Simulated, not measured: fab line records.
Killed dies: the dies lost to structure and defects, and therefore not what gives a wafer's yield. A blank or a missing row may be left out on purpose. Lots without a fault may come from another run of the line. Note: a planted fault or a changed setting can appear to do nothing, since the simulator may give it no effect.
Comparing a struck lot with a sound one ; flow nandHarc ; 15 steps out of a route of 1159
Sound: these wafers, L880.1, L880.2, L880.5. Struck: wafers L886.2, L886.3, L886.5. Last of all comes the cause.
For every step that has rows: the tool of each side, followed by ch and its chambers, followed by its first start. Under that, the readings that differ: sound wafers ; struck wafers ; difference of the means ; sigmas: that difference in standard deviations of wafers without a fault.
alike: readings with means less than 2 such deviations apart, plus words and numbers identical on both sides. not compared: withheld readings, readings lacking a value on some wafer, bounds such as >300 that could conceal the same value, and numbers that have no deviation in the record and whose values overlap.
A row with sigmas, a row that says differs or no value, or rows on one side alone: a step with any of these is where the two part. Numbers that don't overlap but have no deviation are shown without sigmas and don't part them. Lack of a reading on every wafer of one side parts them only where that side has two or more wafers.

NHARC_A_CONTACT_ETCH_138: etches the open film in C4F8/O2/Ar, time 132 s, target depth 1289 nm.
  sound on harCapEtch-01 ch 0,1, day 17 04:47; struck on harCapEtch-03 ch 0,1, day 18 18:29
  not compared: rfHoursCounterH
then, 1 step without rows for these wafers: NHARC_A_CONTACT_ETCH_139 (etches the open film in C4F8/O2/Ar, time 137 s, target depth 590 nm).
NHARC_A_CONTACT_ETCH_92: etches the open film in CH3F/O2, target depth 40 nm, time 85.7 s.
  sound on rieDiel-02 ch 0,1, day 17 05:19; struck on rieDiel-09 ch 0,1,3, day 18 19:01
  alike: drypumpMotorCurrentA, o2FlowSccm, oesProductAu, rfVppV, showerheadPlenumPTorr, throttleValvePct
  not compared: rfHoursCounterH
NHARC_A_CONTACT_ETCH_98: etches the open film in C4F6/O2, target depth 20 nm, time 10 s.
  sound on rieDiel-02 ch 0,2,3; struck on rieDiel-09 ch 1,2,3
  alike: drypumpMotorCurrentA, o2FlowSccm, oesProductAu, rfVppV, showerheadPlenumPTorr, throttleValvePct
  not compared: rfHoursCounterH
NHARC_A_CONTACT_CD_MEAS_15:
  sound: cdSem-03 at day 17 05:31; struck: cdSem-03 at day 18 19:14
  alike: cdNm
then, 4 steps without rows for these wafers: NHARC_A_CONTACT_STRIP_107 (strips in N2/H2); NHARC_A_CONTACT_STRIP_108 (strips in CF4/CHF3); NHARC_A_CONTACT_STRIP_109 (strips in O2/COS); NHARC_A_CONTACT_ETCH_110 (etches the open film in CF4/O2, target depth 50 nm, overetch 5 nm, time 27.5 s).
NHARC_A_CONTACT_STRIP_26: strips in O2.
  sound on rieDiel-02 ch 0,1,3; struck on rieDiel-02 ch 0,3
  alike: drypumpMotorCurrentA, o2FlowSccm, oesProductAu, rfVppV, showerheadPlenumPTorr, throttleValvePct
  not compared: rfHoursCounterH
then, 1 step without rows for these wafers: NHARC_A_CONTACT_STRIP_27 (strips in post etch residue remover, time 600 s).
NHARC_A_CONTACT_ALD_18: deposits TiN, target thk 3 nm, pulse time 1 s, ald cycles 150.
  sound on aldMetal-04 ch 1,2,3, day 17 06:31; struck on aldMetal-03 ch 0,2,3, day 18 20:24
  alike: heaterPowerW, precursorPulseHeightRel
NHARC_A_CONTACT_CVD_19: deposits W, target thk 300 nm, time 802 s.
  sound on cvdW-02 ch 0,1, day 17 13:25; struck on cvdW-01 ch 1, day 19 03:36
  alike: heaterPowerW, throttleValvePct
NHARC_A_CONTACT_CMP_20: polishes, t overpolish 30 s, target thk 300 nm.
  sound on cmp-01 ch 2,3, day 17 14:18; struck on cmp-03 ch 0,1, day 19 04:38
reading;sound;struck;difference;sigmas
timeToEndpointS (s);61 65 60;103 113 107;+46;+11
  alike: motorCurrentA, overpolishRunS
NHARC_END_SORT_01:
  sound on prober-01 ch 0, day 19 10:14; struck on prober-01 ch 0, day 21 01:39
reading;sound;struck;difference;sigmas
killedAtOther;2 0 0;3 1 5;+2;+3
  alike: killedAtArray, killedAtPeriphery, killedDies, killedOpen, killedShort

## WHERE THEY PART
First at NHARC_A_CONTACT_CMP_20; last, within this record, at NHARC_END_SORT_01.

WHY: what had been put in by the simulator
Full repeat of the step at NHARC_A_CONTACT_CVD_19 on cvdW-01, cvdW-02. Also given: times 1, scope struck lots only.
